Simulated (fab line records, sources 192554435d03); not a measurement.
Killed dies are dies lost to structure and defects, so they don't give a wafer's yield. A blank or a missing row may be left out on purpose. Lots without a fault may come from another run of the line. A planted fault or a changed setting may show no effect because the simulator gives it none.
fab line records | flow n5_finfet
record lots=5 wafers=15 last_day=18
route steps=1938 shown BEOL_M2@873 MIM_TOP_LITHO@1850 PASSIVATION@1936
lots that met no fault: from a run of the same line without faults
start_h: hours from the record's first day to the start of the lot's first wafer shown | wait_h: hours since the lot's step before | " the same as in the row above | L1.1+2: a row that stands for several wafers | - no value, or no start given | * or withheld: withheld | < > ~ a bound
route shown NAME@n: a module of which the file shows steps, and the number in the route of the first | usual: mean/standard deviation of fault-free wafers | same: alike in all rows | chamber/n: place in a boat | sites: the reading at each site | _std_site: their standard deviation | _edge_site: outer sites' mean less inner sites' | radius_mm: how far each site lies from the wafer's centre | mask NAME#n: copy n | behind: the tool/chamber that last shaped the wafer | hold: why the lot was held/for how many hours/how that ended | device: the transistor (n, p or np) that didn't switch | end of line: the same wafers' tests at the end of the route | a step without rows: its recipe alone | killed: dies lost to structure and defects at the first sort, not the wafer's yield | map: a wafer's dies, x killed, . not, _ none there
set.NAME: the setting as run; set.NAME@STEP: as run at that earlier step | model.NAME: the simulator's own value behind a step, which no gauge read
lots at some steps of the route; a table a step, a row a wafer
services: from which hour (start_h, from the record's first day; less than 0 if before it) a tool's chamber was out of use, for how many hours, and why
## steps
# step N5_BEOL_M2_EXPOSE_25
# recipe mask_id=V1 na=0.33 source_shape=quasar sigma_inner=0.2 sigma_outer=0.8 polarization=unpolarized defocus_nm=5 dose_mj=63
# step N5_BEOL_M2_PEB_26
# recipe peb_temp_c=100 peb_time_s=60 resist=CAR-EUV
# step N5_BEOL_M2_DEVELOP_27
# recipe develop_time_s=30 developer=TMAH resist=CAR-EUV rinse_liquid=surfactant_rinse dry=air_spin dev_temp_c=23
# step N5_BEOL_M2_CD_MEAS_28
# recipe target_cd_nm=26.2 landing_energy_ev=500 detector=se_inlens target_cd_y_nm=24.1 polarity=opening
# usual cd_nm=26.17/0.22
# columns lot.wafer tool chamber start_h wait_h cd_nm
L994.4 cd_sem-01 0 139.09 - 26.41
L994.5 " 0 " " 26.33
L994.6 " 0 " " 26.18
L999.2 cd_sem-03 0 164.74 - 26.26
L999.4 " 0 " " 25.70
L999.6 " 0 " " 25.86
L104.1 cd_sem-02 0 203.43 - 26.27
L104.2 " 0 " " 26.21
L104.5 " 0 " " 26.34
L108.2 cd_sem-01 0 221.93 - 25.82
L108.3 " 0 " " 26.01
L108.4 " 0 " " 26.26
L115.2 cd_sem-03 0 282.35 - 26.18
L115.3 " 0 " " 26.49
L115.4 " 0 " " 25.72
# step N5_BEOL_M2_OVL_MEAS_29
# recipe points_per_wafer=522
# usual V1_OVL=-0.3/0.66
# columns lot.wafer tool chamber start_h wait_h V1_OVL[nm]
L994.4 overlay-01 0 139.14 0.0 -1.1
L994.5 " 0 " " -0.8
L994.6 " 0 " " -0.2
L999.2 overlay-01 0 164.78 0.0 0.3
L999.4 " 0 " " -0.3
L999.6 " 0 " " 0.0
L104.1 overlay-02 0 203.46 0.0 0.3
L104.2 " 0 " " 0.1
L104.5 " 0 " " 0.5
L108.2 overlay-02 0 221.96 0.0 0.1
L108.3 " 0 " " -0.2
L108.4 " 0 " " -1.0
L115.2 overlay-01 0 282.38 0.0 0.1
L115.3 " 0 " " 0.3
L115.4 " 0 " " 1.4
# step N5_BEOL_M2_INSPECT_30
# recipe mode=adi inspect_instrument=brightfield
# usual raw_defect_count=403/92
# columns lot.wafer tool chamber start_h wait_h raw_defect_count
L994.4 defect_inspect-01 - 139.18 0.0 560
L994.5 " - " " 371
L994.6 " - " " 402
L999.2 defect_inspect-01 - 164.83 0.0 297
L999.4 " - " " 436
L999.6 " - " " 373
L104.1 defect_inspect-02 - 203.52 0.1 389
L104.2 " - " " 399
L104.5 " - " " 314
L108.2 defect_inspect-01 - 222.02 0.0 498
L108.3 " - " " 299
L108.4 " - " " 452
L115.2 defect_inspect-02 - 282.43 0.0 381
L115.3 " - " " 330
L115.4 " - " " 355
# step N5_BEOL_M2_DESCUM_33
# recipe chemistry=O2 time_s=7 source_power_w=50 bias_power_w=20 pressure_mtorr=20 rf_frequency_hz=2.712e+07 temp_c=40 resist=CAR-EUV o2_flow_sccm=225
# step N5_BEOL_M2_ETCH_77
# recipe chemistry=N2/H2 target=underlayer target_depth_a=65 mask_material=CAR-EUV time_s=5.2 ion_energy_ev=200 pressure_mtorr=30 source_w=840 bias_w=150 n2_flow_sccm=200 h2_flow_sccm=200 ends=cleared
# step N5_BEOL_M2_ETCH_69
# recipe chemistry=CF4 target=SiARC target_depth_a=156 mask_material=CAR-EUV time_s=26 ion_energy_ev=80 pressure_mtorr=40 source_w=545 bias_w=36 Ar_flow_sccm=100 cf4_flow_sccm=100 ends=cleared
# usual drypump_motor_current_A=5.9/0.42 etch_rf_on_time_s=25.9/0.37 oes_product_au=0.68/0.079 rf_vpp_V=183.9/1.1 showerhead_plenum_p_Torr=2.14/0.065 throttle_valve_pct=15.49/0.24
# columns lot.wafer tool chamber start_h wait_h drypump_motor_current_A etch_rf_on_time_s oes_product_au rf_hours_counter_h rf_vpp_V showerhead_plenum_p_Torr throttle_valve_pct
L994.4 rie_diel-02 3 139.54 0.0 5.8 26.4 0.69 81 185.0 2.17 15.57
L994.5 " 3 " " 5.8 25.9 0.70 - 183.7 2.17 15.57
L994.6 " 0 " " 5.4 25.6 0.69 - 183.8 2.16 15.17
L999.2 rie_diel-01 1 164.91 0.0 5.9 25.6 0.76 28 183.5 2.09 15.34
L999.4 " 3 " " 6.2 25.4 0.74 - 186.9 2.26 15.25
L999.6 " 1 " " 5.9 25.6 0.77 - 183.0 2.09 15.33
L104.1 rie_diel-03 2 203.61 0.0 6.4 25.9 0.61 207 182.7 2.03 15.55
L104.2 " 1 " " 5.8 26.0 0.60 214 183.7 2.20 15.60
L104.5 " 1 " " 5.8 26.0 0.61 - 184.9 2.20 15.61
L108.2 rie_diel-02 0 222.49 0.0 5.5 26.0 0.67 121 184.4 2.15 15.21
L108.3 " 2 " " 5.6 25.9 0.78 29 185.2 2.18 15.75
L108.4 " 3 " " 5.9 26.7 0.67 107 184.0 2.16 15.62
L115.2 rie_diel-02 2 282.62 0.0 5.6 25.6 0.75 52 184.4 2.18 15.80
L115.3 " 0 " " 5.4 25.3 0.65 144 183.6 2.14 15.27
L115.4 " 3 " " 5.8 25.8 0.65 131 184.7 2.15 15.68
# step N5_BEOL_M2_ALD_98
# recipe material=SiO2 target_thk_a=25 temp_c=100 ald_precursor_family=BDEAS ald_co_reactant=O2-plasma pulse_time_s=1 co_reactant_pulse_time_s=1 purge_time_s=2 co_reactant_purge_time_s=2 ald_cycles=17 pressure_torr=2
# step N5_BEOL_M2_ETCHBACK_99
# recipe chemistry=CHF3 target=SiO2 target_depth_a=50 time_s=10.4 source_w=215 bias_w=47 Ar_flow_sccm=200 CHF3_flow_sccm=12 ion_energy_ev=100 pressure_mtorr=30
# step N5_BEOL_M2_ETCH_70
# recipe chemistry=N2/H2 target=SOC target_depth_a=800 overetch_a=240 mask_material=SiARC temp_c=40 time_s=130 ion_energy_ev=200 pressure_mtorr=30 source_w=840 bias_w=150 n2_flow_sccm=200 h2_flow_sccm=200
# step N5_BEOL_M2_STRIP_71
# recipe chemistry=N2/H2 temp_c=40 n2_flow_sccm=200 h2_flow_sccm=200 rf_frequency_hz=6e+07
# columns lot.wafer tool chamber start_h wait_h
L994.4+5+6 rie_diel-02 0,3,2 139.91 0.0
L999.2+4+6 rie_diel-01 3,2,3 166.74 0.0
L104.1+2+5 rie_diel-03 1,2,0 208.02 0.0
L108.2+3+4 rie_diel-01 3,1,2 224.25 0.0
L115.2+3+4 rie_diel-02 3,1,0 283.86 0.0
# step N5_BEOL_M2_STRIP_78
# recipe chemistry=N2/H2 temp_c=40 n2_flow_sccm=200 h2_flow_sccm=200 rf_frequency_hz=6e+07
# step N5_BEOL_M2_VIA_ETCH_34
# recipe chemistry=C4F6/O2 target_depth_a=694 mask_material=SOC pressure_mtorr=15 ion_energy_ev=250 taper_deg=4 time_s=65.9 source_w=350 bias_w=170 Ar_flow_sccm=300 C4F6_flow_sccm=10 O2_flow_sccm=10
# step N5_BEOL_M2_STRIP_83
# recipe chemistry=C4F6/O2 resist=SiARC rf_frequency_hz=6e+07
# step N5_BEOL_M2_STRIP_36
# recipe chemistry=N2/H2 power_w=450 temp_c=40 pressure_mtorr=20 rf_frequency_hz=6e+07 overash_fraction=0.3 bias_power_w=7 h2_frac=0.5 n2_flow_sccm=200 h2_flow_sccm=200
# step N5_BEOL_M2_TRENCH_ETCH_37
# recipe chemistry=C4F6/O2 target_depth_a=555.55 target=SiOC time_s=29.2 ion_energy_ev=250 pressure_mtorr=30 source_w=355 bias_w=185 Ar_flow_sccm=300 C4F6_flow_sccm=10 O2_flow_sccm=10
# usual drypump_motor_current_A=5.9/0.4 oes_product_au=0.81/0.095 rf_vpp_V=663/7.3 showerhead_plenum_p_Torr=2.85/0.091 throttle_valve_pct=20.66/0.22
# same time_s=29.2
# columns lot.wafer tool chamber start_h wait_h drypump_motor_current_A oes_product_au rf_hours_counter_h rf_vpp_V showerhead_plenum_p_Torr throttle_valve_pct
L994.4 rie_diel-02 0 - - 5.5 0.80 93 663 2.88 20.46
L994.5 " 3 " " 5.8 0.81 - 671 2.89 20.89
L994.6 " 2 " " 5.7 0.99 - 660 2.91 21.04
L999.2 rie_diel-01 3 - - 6.2 0.86 43 671 3.01 20.52
L999.4 " 2 " " 5.6 0.76 - 650 2.84 20.56
L999.6 " 3 " " 6.2 0.87 - 670 3.01 20.54
L104.1 rie_diel-03 1 - - 5.8 0.71 215 664 2.93 20.76
L104.2 " 2 " " 6.4 0.72 208 673 2.70 20.75
L104.5 " 0 " " 6.3 0.96 - 670 2.79 20.30
L108.2 rie_diel-01 3 - - 6.2 0.83 68 670 3.00 20.57
L108.3 " 1 " " 5.9 0.87 50 657 2.77 20.66
L108.4 " 2 " " 5.6 0.74 196 651 2.83 20.60
L115.2 rie_diel-02 3 - - 5.8 0.75 131 669 2.87 20.98
L115.3 " 1 " " 4.8 0.97 4 675 3.03 20.45
L115.4 " 0 " " 5.5 0.76 144 663 2.85 20.53
# step N5_BEOL_M2_ETCH_41
# recipe chemistry=CH3F/O2 target=SiCN target_depth_a=299 taper_deg=2 time_s=52.5 ion_energy_ev=120 mask_material=TiN pressure_mtorr=30 source_w=395 bias_w=75 Ar_flow_sccm=150 CH3F_flow_sccm=30 O2_flow_sccm=20
# usual drypump_motor_current_A=5.9/0.39 oes_product_au=0.81/0.096 rf_vpp_V=297.3/1.6 showerhead_plenum_p_Torr=2.00/0.067 throttle_valve_pct=16.13/0.22
# same time_s=52.5
# columns lot.wafer tool chamber start_h wait_h drypump_motor_current_A oes_product_au rf_hours_counter_h rf_vpp_V showerhead_plenum_p_Torr throttle_valve_pct
L994.4 rie_diel-02 0 - - 5.5 0.82 93 299.3 2.02 15.90
L994.5 " 3 " " 5.8 0.80 - 297.6 2.03 16.32
L994.6 " 2 " " 5.6 0.99 - 298.3 2.05 16.43
L999.2 rie_diel-01 3 - - 6.2 0.86 43 299.8 2.12 15.98
L999.4 " 2 " " 5.6 0.76 - 296.2 2.00 16.06
L999.6 " 3 " " 6.2 0.86 - 300.2 2.12 15.96
L104.1 rie_diel-03 1 - - 5.8 0.70 215 299.0 2.06 16.33
L104.2 " 2 " " 6.4 0.71 208 294.6 1.89 16.30
L104.5 " 0 " " 6.3 0.97 - 296.6 1.96 15.76
L108.2 rie_diel-01 3 - - 6.2 0.83 68 300.2 2.11 16.02
L108.3 " 1 " " 5.9 0.86 50 295.2 1.95 16.09
L108.4 " 2 " " 5.6 0.74 196 297.0 1.99 16.12
L115.2 rie_diel-02 3 - - 5.9 0.77 131 297.4 2.01 16.39
L115.3 " 1 " " 4.8 0.98 4 299.4 2.14 15.86
L115.4 " 0 " " 5.5 0.76 144 298.6 2.00 16.00
# step N5_BEOL_M2_STRIP_97
# recipe chemistry=N2/H2 time_s=10 power_w=450 temp_c=40 pressure_mtorr=20 rf_frequency_hz=6e+07 bias_power_w=7 n2_flow_sccm=200 h2_flow_sccm=200
# step N5_BEOL_M2_OCD_MEAS_38
# usual trench_depth_nm=55.7/0.66
# columns lot.wafer tool chamber start_h wait_h trench_depth_nm
L994.4 ocd-01 - 140.19 - 55.5
L994.5 " - " " 55.0
L994.6 " - " " 55.4
L999.2 ocd-01 - 167.02 - 56.0
L999.4 " - " " 55.2
L999.6 " - " " 56.3
L104.1 ocd-01 - 208.29 - 55.9
L104.2 " - " " 55.4
L104.5 " - " " 55.6
L108.2 ocd-02 - 224.53 - 56.3
L108.3 " - " " 56.3
L108.4 " - " " 54.9
L115.2 ocd-02 - 284.14 - 55.1
L115.3 " - " " 55.1
L115.4 " - " " 55.0
# step N5_BEOL_M2_HM_STRIP_39
# recipe chemistry=peroxide_tin_strip material=TiN target_depth_a=250 temp_c=50 time_s=158
# step N5_BEOL_M2_SRD_40
# recipe time_s=30 temp_c=23 rinse_liquid=diw dry=ipa_marangoni
# step N5_BEOL_M2_PRECLEAN_42
# recipe chemistry=residue_remover time_s=60 temp_c=40
# step N5_BEOL_M2_SRD_43
# recipe time_s=30 temp_c=23 rinse_liquid=diw dry=ipa_marangoni
# step N5_BEOL_M2_CD_MEAS_35
# recipe target_cd_nm=18 target_cd_y_nm=22.2 polarity=opening
# usual cd_nm=18.1/0.33
# columns lot.wafer tool chamber start_h wait_h cd_nm
L994.4 cd_sem-01 - 140.34 0.0 18.0
L994.5 " - " " 17.8
L994.6 " - " " 18.1
L999.2 cd_sem-02 - 167.17 0.0 18.5
L999.4 " - " " 17.8
L999.6 " - " " 18.0
L104.1 cd_sem-03 - 208.44 0.0 18.1
L104.2 " - " " 17.9
L104.5 " - " " 18.6
L108.2 cd_sem-01 - 224.78 0.0 17.8
L108.3 " - " " 17.6
L108.4 " - " " 18.3
L115.2 cd_sem-03 - 284.29 0.0 18.0
L115.3 " - " " 17.7
L115.4 " - " " 18.4
# step N5_BEOL_M2_DEGAS_44
# recipe ambient=vacuum temp_c=250 time_s=60
# step N5_BEOL_M2_PRE_CLEAN_45
# recipe gas=H2/He time_s=30 temp_c=250
# step N5_BEOL_M2_ALD_84
# recipe material=TaN target_thk_a=* temp_c=275 ald_precursor_family=PDMAT ald_co_reactant=NH3 pressure_torr=3 carrier_flow_sccm=1500 pulse_time_s=2 purge_time_s=3 co_reactant_purge_time_s=2 co_reactant_pulse_time_s=3 ald_cycles=30 precursor_vessel_temp_c=75 precursor_vessel_pressure_torr=26.25 precursor_vessel_carrier_sccm=1000
# step N5_BEOL_M2_SURFACE_TREAT_85
# recipe gas=Ar time_s=* ion_energy_ev=* ion_current_ma_cm2=0.5 pressure_mtorr=* ar_flow_sccm=30
# step N5_BEOL_M2_CVD_47
# recipe material=Co target_thk_a=30 temp_c=withheld precursor=CCTBA/H2 pressure_torr=30 time_s=223.8
# step N5_BEOL_M2_SPUTTER_48
# recipe material=Cu target_thk_a=45 temp_c=-20 chamber_pressure_pa=0.07 power_w=withheld time_s=8.29
# step N5_BEOL_M2_ANNEAL_49
# recipe temp_c=400 time_s=240 ambient=vacuum
# step N5_BEOL_M2_SPUTTER_79
# recipe material=Cu target_thk_a=45 temp_c=-20 chamber_pressure_pa=0.07 power_w=withheld time_s=8.29
# step N5_BEOL_M2_ANNEAL_80
# recipe temp_c=400 time_s=240 ambient=vacuum
# step N5_BEOL_M2_SPUTTER_81
# recipe material=Cu target_thk_a=45 temp_c=-20 chamber_pressure_pa=0.07 power_w=withheld time_s=8.29
# step N5_BEOL_M2_ANNEAL_82
# recipe temp_c=400 time_s=240 ambient=vacuum
# step N5_BEOL_M2_SPUTTER_86
# recipe material=Cu target_thk_a=45 temp_c=-20 chamber_pressure_pa=0.07 power_w=withheld time_s=8.29
# usual chuck_gas_flow_sccm=1.25/0.053 throttle_valve_pct=30.8/0.8
# same time_s=8.29
# columns lot.wafer tool chamber start_h wait_h chuck_gas_flow_sccm throttle_valve_pct
L994.4 pvd_sputter-02 - 143.22 0.1 1.32 31.4
L994.5 " - " " 1.28 31.1
L994.6 " - " " 1.13 31.1
L999.2 pvd_sputter-03 - 168.94 0.1 1.25 30.6
L999.4 " - " " 1.39 29.4
L999.6 " - " " 1.30 30.1
L104.1 pvd_sputter-01 - 210.43 0.1 1.18 30.6
L104.2 " - " " 1.32 31.8
L104.5 " - " " 1.35 31.3
L108.2 pvd_sputter-03 - 226.90 0.1 1.33 30.6
L108.3 " - " " 1.27 31.0
L108.4 " - " " 1.30 30.1
L115.2 pvd_sputter-01 - 285.79 0.1 1.27 30.6
L115.3 " - " " 1.26 31.8
L115.4 " - " " 1.32 31.2
# step N5_BEOL_M2_ANNEAL_87
# recipe temp_c=400 time_s=240 ambient=vacuum
# step N5_BEOL_M2_SPUTTER_88
# recipe material=Cu target_thk_a=45 temp_c=-20 chamber_pressure_pa=0.07 power_w=withheld time_s=8.29
# usual chuck_gas_flow_sccm=1.26/0.049 throttle_valve_pct=30.8/0.79
# same time_s=8.29
# columns lot.wafer tool chamber start_h wait_h chuck_gas_flow_sccm throttle_valve_pct
L994.4 pvd_sputter-02 - 143.44 0.1 1.26 31.3
L994.5 " - " " 1.23 31.3
L994.6 " - " " 1.32 31.1
L999.2 pvd_sputter-03 - 169.16 0.1 1.11 30.8
L999.4 " - " " 1.26 29.1
L999.6 " - " " 1.24 30.4
L104.1 pvd_sputter-01 - 210.65 0.1 1.29 30.5
L104.2 " - " " 1.34 31.8
L104.5 " - " " 1.29 31.5
L108.2 pvd_sputter-03 - 227.12 0.1 1.27 30.6
L108.3 " - " " 1.23 30.9
L108.4 " - " " 1.17 30.2
L115.2 pvd_sputter-01 - 286.01 0.1 1.34 30.8
L115.3 " - " " 1.25 32.0
L115.4 " - " " 1.24 31.2
# step N5_BEOL_M2_ANNEAL_89
# recipe temp_c=400 time_s=240 ambient=vacuum
# step N5_BEOL_M2_SPUTTER_90
# recipe material=Cu target_thk_a=45 temp_c=-20 chamber_pressure_pa=0.07 power_w=withheld time_s=8.29
# step N5_MIM_TOP_LITHO_DESCUM_10
# recipe chemistry=O2 time_s=7.9 source_power_w=50 bias_power_w=20 pressure_mtorr=20 rf_frequency_hz=2.712e+07 temp_c=40 o2_flow_sccm=225
# usual drypump_motor_current_A=6.0/0.35 oes_product_au=0.82/0.075 rf_vpp_V=243.1/1.2 showerhead_plenum_p_Torr=2.09/0.066 throttle_valve_pct=20.21/0.23
# same time_s=7.9
# columns lot.wafer tool chamber start_h wait_h drypump_motor_current_A oes_product_au rf_hours_counter_h rf_vpp_V showerhead_plenum_p_Torr throttle_valve_pct model.MIM_TOP_LITHO.cd_nm
L994.4 rie_diel-02 0 258.84 0.2 5.5 0.77 - 243.6 2.09 19.98 2000
L994.5 " 3 " " 5.8 0.77 - 242.8 2.10 20.44 -
L994.6 " 2 " " 5.6 0.89 - 242.6 2.13 20.65 2001
L999.2 rie_diel-03 1 279.70 0.0 5.8 0.68 244 244.7 2.16 20.46 2000
L999.4 " 2 " " 6.4 0.68 235 240.4 1.98 20.42 1999
L999.6 " 3 " " 6.3 0.92 - 243.4 2.06 20.42 2001
L104.1 rie_diel-01 0 320.01 0.0 6.2 0.84 56 244.5 2.12 19.90 2000
L104.2 " 1 " " 5.8 0.81 86 241.8 2.02 20.20 2000
L104.5 " 1 " " 5.9 0.81 - 242.8 2.02 20.22 2001
L108.2 rie_diel-01 3 345.15 0.0 6.1 0.79 107 243.1 2.20 20.21 2013
L108.3 " 1 " " 5.9 0.80 94 242.4 2.01 20.22 2013
L108.4 " 2 " " 5.6 0.71 239 243.3 2.05 20.15 2012
L115.2 rie_diel-03 3 411.88 0.0 6.3 0.84 66 242.3 2.04 20.48 2000
L115.3 " 2 " " 6.4 0.93 22 244.3 2.23 20.10 1999
L115.4 " 1 " " 5.8 0.88 36 244.0 2.14 20.17 2002
# step N5_PASSIVATION_PROBE_49
# usual defect_limited_yield=91.4/1.5 killed_at_M0_to_M3=31/11 killed_at_M4_up=13/5.5 killed_at_contacts=13/6.3 killed_at_front_end=40/13 killed_at_other=3.3/2.6 killed_dies=101/18 killed_on_rim=13/4 killed_open=67/13 killed_short=33/7.9 sort_bin_5_function=5.1/1 sort_bin_6_memory=3.2/0.68 sort_n_pass=1079/18 sort_yield_pct=91.4/1.5
# same gross_dies=1180 killed_at_back_side=0 sort_bin_4_leakage[%]=0 sort_bin_8_speed[%]=0
# columns lot.wafer tool chamber start_h wait_h defect_limited_yield[%] killed_at_M0_to_M3 killed_at_M4_up killed_at_contacts killed_at_front_end killed_at_other killed_dies killed_on_rim killed_open killed_short sort_bin_5_function[%] sort_bin_6_memory[%] sort_n_pass sort_yield_pct[%]
L994.4 prober-02 - 268.12 0.2 92.4 36 13 7 31 3 90 13 59 31 4.7 2.8 1090 92.4
L994.5 prober-02 - 268.17 0.2 91.4 29 17 9 46 1 102 15 68 31 4.8 3.4 1078 91.4
L994.6 prober-02 - 268.22 0.3 89.2 32 20 17 54 4 127 17 78 47 6.6 3.9 1053 89.2
L999.2 prober-01 - 289.12 0.1 92.3 31 12 6 41 1 91 10 61 30 4.6 2.9 1089 92.3
L999.4 prober-01 - 289.22 0.2 92.6 30 10 14 31 2 87 10 60 27 4.9 2.4 1093 92.6
L999.6 prober-01 - 289.32 0.3 93.8 24 8 20 19 2 73 10 48 25 4.2 1.9 1107 93.8
L104.1 prober-01 - 331.20 0.0 90.2 39 8 23 39 7 116 23 78 38 6.0 3.4 1064 90.2
L104.2 prober-01 - 331.25 0.1 91.4 32 17 19 29 5 102 10 64 38 5.8 2.5 1078 91.4
L104.5 prober-01 - 331.40 0.2 91.4 40 13 19 18 11 101 12 70 31 5.3 2.6 1079 91.4
L108.2 prober-01 - 354.27 0.1 90.3 30 15 6 59 5 115 17 63 50 5.4 3.6 1065 90.3
L108.3 prober-01 - 354.32 0.1 86.9 61 16 15 57 5 154 14 107 46 8.4 4.6 1026 86.9
L108.4 prober-01 - 354.37 0.2 90.6 34 19 11 41 6 111 15 74 35 5.9 3.1 1069 90.6
L115.2 prober-02 - 422.08 0.1 90.3 37 12 8 52 6 115 10 71 43 6.0 3.6 1065 90.3
L115.3 prober-02 - 422.13 0.1 91.7 33 13 3 47 2 98 13 67 30 5.7 2.6 1082 91.7
L115.4 prober-02 - 422.18 0.2 90.8 32 9 17 47 4 109 10 78 31 5.9 2.9 1071 90.8
# killed by level:class
L994.4 BEOL_M2:geometric_particle:open=9 FIN_SAQP:geometric_particle:open=7 BEOL_M1:geometric_particle:open=7 FIN_SAQP:geometric_particle:short=6 DUMMY_GATE:geometric_particle:open=6 BEOL_M0:geometric_particle:open=6 MOL_CONTACT_COAG:geometric_particle:open=4 BEOL_M0_SAQP:geometric_particle:short=4
L994.5 FIN_SAQP:geometric_particle:short=15 FIN_SAQP:geometric_particle:open=10 STI_FIN_REVEAL:geometric_particle:open=9 BEOL_M2:geometric_particle:open=8 MOL_CONTACT_COAG:geometric_particle:open=6 BEOL_M4:geometric_particle:open=6 DUMMY_GATE:geometric_particle:open=5 BEOL_M0_SAQP:geometric_particle:short=5
L994.6 FIN_SAQP:geometric_particle:short=15 MOL_CONTACT_COAG:geometric_particle:open=12 FIN_SAQP:geometric_particle:open=11 STI_FIN_REVEAL:geometric_particle:open=8 BEOL_M3:geometric_particle:open=8 BEOL_M0_SAQP:geometric_particle:short=6 BEOL_M2:geometric_particle:open=6 BEOL_M4:geometric_particle:open=6
L999.2 STI_FIN_REVEAL:geometric_particle:open=12 BEOL_M0_SAQP:geometric_particle:short=9 DUMMY_GATE:geometric_particle:open=7 BEOL_M0_SAQP:geometric_particle:open=7 STARTING-WAFER:geometric_particle:short=6 BEOL_M2:geometric_particle:open=5 BEOL_M1:geometric_particle:open=4 BEOL_M3:geometric_particle:open=4
L999.4 MOL_CONTACT_COAG:geometric_particle:open=13 BEOL_M3:geometric_particle:open=7 FIN_SAQP:geometric_particle:open=6 BEOL_M0_SAQP:geometric_particle:short=6 BEOL_M2:geometric_particle:open=6 BEOL_M1:geometric_particle:open=5 SPACER0:geometric_particle:short=4 STI_FIN_REVEAL:geometric_particle:open=3
L999.6 MOL_CONTACT_COAG:geometric_particle:open=16 BEOL_M0_SAQP:geometric_particle:short=5 MOL_CONTACT_COAG:geometric_particle:short=4 BEOL_M1:geometric_particle:open=4 BEOL_M2:geometric_particle:open=4 BEOL_M2:geometric_particle:short=4 FIN_SAQP:geometric_particle:open=3 STARTING-WAFER:geometric_particle:open=3
L104.1 MOL_CONTACT_COAG:geometric_particle:open=18 DUMMY_GATE:geometric_particle:open=11 BEOL_M1:geometric_particle:open=8 BEOL_M0_SAQP:geometric_particle:open=8 BEOL_M2:geometric_particle:open=7 BEOL_M0_SAQP:geometric_particle:short=6 DUMMY_GATE:geometric_particle:short=5 MOL_CONTACT_COAG:geometric_particle:short=5
L104.2 MOL_CONTACT_COAG:geometric_particle:open=14 BEOL_M0_SAQP:geometric_particle:short=10 BEOL_M4:geometric_particle:open=8 BEOL_M2:geometric_particle:open=8 BEOL_M0_SAQP:geometric_particle:open=6 DUMMY_GATE:geometric_particle:open=5 MOL_CONTACT_COAG:geometric_particle:short=5 BEOL_M4:geometric_particle:short=5
L104.5 MOL_CONTACT_COAG:geometric_particle:open=15 BEOL_M2:geometric_particle:open=12 BEOL_M4:geometric_particle:open=10 BEOL_M0_SAQP:geometric_particle:open=7 BEOL_M0_SAQP:geometric_particle:short=6 BEOL_M1:geometric_particle:open=6 MOL_CONTACT_COAG:geometric_particle:short=4 PASS1_CAP:geometric_particle:open=4
L108.2 FIN_SAQP:geometric_particle:short=23 FIN_SAQP:geometric_particle:open=16 BEOL_M4:geometric_particle:open=7 BEOL_M3:geometric_particle:short=5 BEOL_M3:geometric_particle:open=5 STARTING-WAFER:geometric_particle:open=4 MOL_CONTACT_COAG:geometric_particle:open=4 BEOL_M0_SAQP:geometric_particle:short=4
L108.3 BEOL_M0_SAQP:geometric_particle:open=18 FIN_SAQP:geometric_particle:short=17 FIN_SAQP:geometric_particle:open=14 MOL_CONTACT_COAG:geometric_particle:open=14 BEOL_M3:geometric_particle:open=14 BEOL_M0_SAQP:geometric_particle:short=13 DUMMY_GATE:geometric_particle:open=6 BEOL_M2:geometric_particle:open=6
L108.4 BEOL_M3:geometric_particle:open=19 FIN_SAQP:geometric_particle:short=11 MOL_CONTACT_COAG:geometric_particle:open=9 BEOL_M4:geometric_particle:open=7 DUMMY_GATE:geometric_particle:open=6 FIN_SAQP:geometric_particle:open=5 BEOL_M0_SAQP:geometric_particle:open=4 PAD_METAL:geometric_particle:open=4
L115.2 STI_FIN_REVEAL:geometric_particle:open=21 BEOL_M0_SAQP:geometric_particle:short=19 BEOL_M0_SAQP:geometric_particle:open=8 DUMMY_GATE:geometric_particle:open=7 GATE_CUT:geometric_particle:short=7 MOL_CONTACT_COAG:geometric_particle:open=6 BEOL_M4:geometric_particle:open=6 BEOL_M0:geometric_particle:open=5
L115.3 FIN_SAQP:geometric_particle:open=13 STI_FIN_REVEAL:geometric_particle:open=9 BEOL_M2:geometric_particle:open=8 BEOL_M0_SAQP:geometric_particle:short=7 BEOL_M0_SAQP:geometric_particle:open=7 DUMMY_GATE:geometric_particle:open=6 FIN_SAQP:geometric_particle:short=5 BEOL_M0:geometric_particle:open=4
L115.4 STI_FIN_REVEAL:geometric_particle:open=21 MOL_CONTACT_COAG:geometric_particle:open=13 BEOL_M2:geometric_particle:open=12 BEOL_M0_SAQP:geometric_particle:open=7 BEOL_M0_SAQP:geometric_particle:short=5 BEOL_M4:geometric_particle:open=5 STARTING-WAFER:geometric_particle:short=5 GATE_CUT:geometric_particle:short=4
## services
# columns tool chamber start_h hours kind
rie_diel-01 1 121.69 7.3 repair
rie_diel-01 0 144.08 - clean
rie_diel-01 0 144.08 - consumable_replace:focus_ring
rie_diel-01 0 144.08 27.9 scheduled_down
rie_diel-01 0 144.08 27.9 vent_cycle
rie_diel-02 3 152.96 1.8 repair
rie_diel-03 0 165.62 14.4 repair
rie_diel-01 1 172.82 7.6 repair
rie_diel-02 0 174.77 2.9 repair
rie_diel-01 3 225.93 4.2 repair
rie_diel-02 1 238.88 - clean
rie_diel-02 1 238.88 - consumable_replace:focus_ring
rie_diel-02 1 238.88 - consumable_replace:showerhead
rie_diel-02 1 238.88 29.3 scheduled_down
rie_diel-02 1 238.88 29.3 vent_cycle
rie_diel-03 - 297.60 0.3 repair
rie_diel-03 2 307.14 2.8 repair
rie_diel-01 - 326.39 2.8 pm
pvd_sputter-02 - 347.06 1.0 repair
rie_diel-02 1 347.22 1.7 repair
rie_diel-01 2 360.58 11.6 repair
rie_diel-01 2 386.78 - clean
rie_diel-03 0 391.28 3.4 repair
rie_diel-02 1 395.77 3.4 repair
## key
first_sign none at tools or gauges
model_effect step=N5_MIM_TOP_LITHO_DESCUM_10 value=MIM_TOP_LITHO.cd_nm without=2000 struck=2013
met_at N5_BEOL_M2_STRIP_71
struck_wafers L108.2,L108.3,L108.4
loop_trim step=N5_MIM_TOP_LITHO_EXPOSE_05 setting=dose lots=L108
onset_between 166.74 224.25
also_fits N5_BEOL_M2_TRENCH_ETCH_37:rie_diel-01,N5_BEOL_M2_ETCH_41:rie_diel-01,N5_BEOL_M2_SPUTTER_86:pvd_sputter-03,N5_BEOL_M2_SPUTTER_88:pvd_sputter-03
fault kind=skipped_step_whole tool=rie_diel-01 chamber=- onset_h=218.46 steps=N5_BEOL_M2_STRIP_71 scope=struck_lots_only
# loop_trim: a control loop set the setting to another value than it would have without faults
